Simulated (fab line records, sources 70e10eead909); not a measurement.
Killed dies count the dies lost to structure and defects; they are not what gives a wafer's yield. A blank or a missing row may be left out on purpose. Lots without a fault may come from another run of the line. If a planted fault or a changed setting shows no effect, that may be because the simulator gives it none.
Which of the tools did it?	flow nand-harc	13 lots with 39 wafers sampled at 5 steps, on a route of 1302 steps

WHAT THE GAUGES SHOWED, per wafer
NHARC_END_SORT_01. Usual: killed-at-array 47, standard deviation 18; killed-at-other 0.9, standard deviation 1.1; killed-at-periphery 4, standard deviation 3.1; killed-dies 52, standard deviation 18; killed-open 3.1, standard deviation 1.5; killed-short 2.4, standard deviation 1.5.
lot	measured	on	killed-at-array	killed-at-other	killed-at-periphery	killed-dies	killed-open	killed-short	flag
L558	day 28 16:45	prober-01	41 128 42	0 2 0	6 5 3	47 135 45	3 2 2	4 2 1	
L559	day 29 14:01	prober-01	117 117 42	2 1 1	1 4 1	120 122 44	0 4 5	1 2 4	

WHAT TOOL EACH LOT RAN ON (gives the tool, then ch and the chambers of the sampled wafers, and finally the start)
lot	NHARC_A_CONTACT_ETCH_120	NHARC_THIN_TSV_ETCH_44	NHARC_THIN_TSV_DEP_47	NHARC_THIN_TSV_PVD_19
L549	har-cap-etch-03 ch 0,1, day 22 03:48	rie-diel-10 ch 0,3, day 24 02:01	pecvd-04 ch 0,1,2, day 24 03:44	pvd-sputter-03, no start
L548	har-cap-etch-02 ch 0,1, day 22 04:12	rie-diel-10 ch 0,3, day 24 07:52	pecvd-04 ch 0,2, day 24 09:35	pvd-sputter-01, no start
L552	har-cap-etch-02 ch 0,1, day 23 13:15	rie-diel-10 ch 0,1,3, day 25 18:47	pecvd-03 ch 0,1, day 25 20:22	pvd-sputter-02, no start
L555	har-cap-etch-01 ch 0,1, day 24 02:32	rie-diel-13 ch 0,2, day 26 10:30	pecvd-04 ch 2, day 26 12:12	pvd-sputter-01, no start
L554	har-cap-etch-03 ch 0,1, day 24 05:26	rie-diel-12 ch 0,2,3, day 26 14:57	pecvd-02 ch 1,2, day 26 16:31	pvd-sputter-02, no start
L558	har-cap-etch-01 ch 0,1, day 25 21:22	rie-diel-12 ch 1,2,3, day 28 00:33	pecvd-03 ch 0,1, day 28 02:07	pvd-sputter-03, day 28 16:45 or earlier
L559	har-cap-etch-01 ch 0,1, day 26 12:29	rie-diel-12 ch 1,2,3, day 28 19:05	pecvd-03 ch 0,1,2, day 28 23:58	pvd-sputter-03, day 29 14:01 or earlier
L560	har-cap-etch-03 ch 0,1, day 26 16:41	rie-diel-10 ch 0,1,3, day 28 17:59	pecvd-02 ch 1,2, day 28 23:54	pvd-sputter-03, no start
L567	har-cap-etch-01 ch 0,1, day 29 12:07	rie-diel-13 ch 0,1, day 31 15:08	pecvd-04 ch 0,2, day 31 16:47	pvd-sputter-02, no start
L568	har-cap-etch-01 ch 0,1, day 30 00:43	rie-diel-12 ch 0,3, day 32 12:05	pecvd-03 ch 0,2, day 32 14:01	pvd-sputter-03, no start
L570	har-cap-etch-01 ch 0,1, day 30 09:50	rie-diel-12 ch 0,2,3, day 32 19:24	pecvd-02 ch 0,1,2, day 32 21:07	pvd-sputter-03, no start
L571	har-cap-etch-01 ch 0,1, day 30 16:34	rie-diel-10 ch 0,2, day 32 19:34	pecvd-03 ch 0,1,2, day 32 21:28	pvd-sputter-02, no start
L569	har-cap-etch-03 ch 0,1, day 30 16:44	rie-diel-12 ch 0,2,3, day 32 20:23	pecvd-04 ch 0,1, day 32 22:19	pvd-sputter-03, no start
- NHARC_A_CONTACT_ETCH_120: etches the open film in C4F8/O2/Ar, time 190 s, target depth 1850 nm.
- NHARC_THIN_TSV_ETCH_44: etches the open film in CF4/O2, target depth 1594.2 nm, time 797.1 s.
- NHARC_THIN_TSV_DEP_47: deposits SiO2, target thk 200 nm.
- NHARC_THIN_TSV_PVD_19: deposits TaN, target thk 20 nm.

WHAT THE TOOLS THEMSELVES READ (means of the sampled wafers that have a number; where no wafer has one, the mark that the record gives instead)
NHARC_THIN_TSV_ETCH_44. Usual: drypump-motor-current-A 5.7 A, standard deviation 0.37; oes-product-au 1.004 a.u., standard deviation 0.015; rf-vpp-V 794 V, standard deviation 4.6; showerhead-plenum-p-Torr 1.83 Torr, standard deviation 0.073; throttle-valve-pct 16.914 %, standard deviation 0.0083.
lot	tool	drypump-motor-current-A (A)	oes-product-au (a.u.)	rf-vpp-V (V)	showerhead-plenum-p-Torr (Torr)	throttle-valve-pct (%)	flag
L549	rie-diel-10	5.9	1.011	796	1.87	16.909	
L548	rie-diel-10	6.0	1.016	793	1.82	16.920	
L552	rie-diel-10	5.8	1.014	797	1.88	16.915	
L555	rie-diel-13	5.8	1.004	799	1.90	16.906	
L554	rie-diel-12	5.7	0.992	790	1.75	16.914	
L558	rie-diel-12	5.7	0.993	793	1.81	16.919	
L559	rie-diel-12	5.7	0.999	793	1.81	16.917	
L560	rie-diel-10	5.8	1.003	798	1.88	16.920	
L567	rie-diel-13	5.0	1.003	795	1.86	16.905	
L568	rie-diel-12	5.8	0.996	788	1.73	16.919	
L570	rie-diel-12	5.7	1.000	790	1.75	16.910	
L571	rie-diel-10	6.1	1.000	791	1.78	16.914	
L569	rie-diel-12	5.7	0.998	790	1.75	16.920	

NHARC_THIN_TSV_DEP_47. Usual: 16.0 % for throttle-valve-pct, sd 0.55.
lot	tool	throttle-valve-pct (%)	flag
L549	pecvd-04	15.9	
L548	pecvd-04	15.9	
L552	pecvd-03	15.7	
L555	pecvd-04	15.9	
L554	pecvd-02	15.8	
L558	pecvd-03	15.9	
L559	pecvd-03	16.1	
L560	pecvd-02	15.9	
L567	pecvd-04	16.1	
L568	pecvd-03	16.2	
L570	pecvd-02	16.0	
L571	pecvd-03	16.0	
L569	pecvd-04	15.9	

NHARC_THIN_TSV_PVD_19. Usual: 29.4 % for throttle-valve-pct, sd 0.84.
lot	tool	throttle-valve-pct (%)	flag
L549	pvd-sputter-03	29.3	
L548	pvd-sputter-01	29.2	
L552	pvd-sputter-02	30.3	
L555	pvd-sputter-01	28.6	
L554	pvd-sputter-02	30.8	
L558	pvd-sputter-03	29.5	
L559	pvd-sputter-03	29.4	
L560	pvd-sputter-03	29.1	
L567	pvd-sputter-02	31.4	
L568	pvd-sputter-03	28.9	
L570	pvd-sputter-03	29.9	
L571	pvd-sputter-02	30.7	
L569	pvd-sputter-03	29.3	

THE ANSWER, worked out from the rows above alone
Rule: lot off if the mean of its wafers having a number is beyond 3 standard deviations from the usual mean. Also off: a lot with no number at a reading for which 4 or more lots have one. The other lots that the step has rows for count as sound. First the gauges in route order, then the tools' own readings, where a lot's mean is used as printed above. At the first step where some lot is off, the reading lying furthest off is the one used; lots without a number count as furthest.
No lot is off at any reading shown: from this, nothing can be told.

WHAT HAD BEEN PUT IN BY THE SIMULATOR
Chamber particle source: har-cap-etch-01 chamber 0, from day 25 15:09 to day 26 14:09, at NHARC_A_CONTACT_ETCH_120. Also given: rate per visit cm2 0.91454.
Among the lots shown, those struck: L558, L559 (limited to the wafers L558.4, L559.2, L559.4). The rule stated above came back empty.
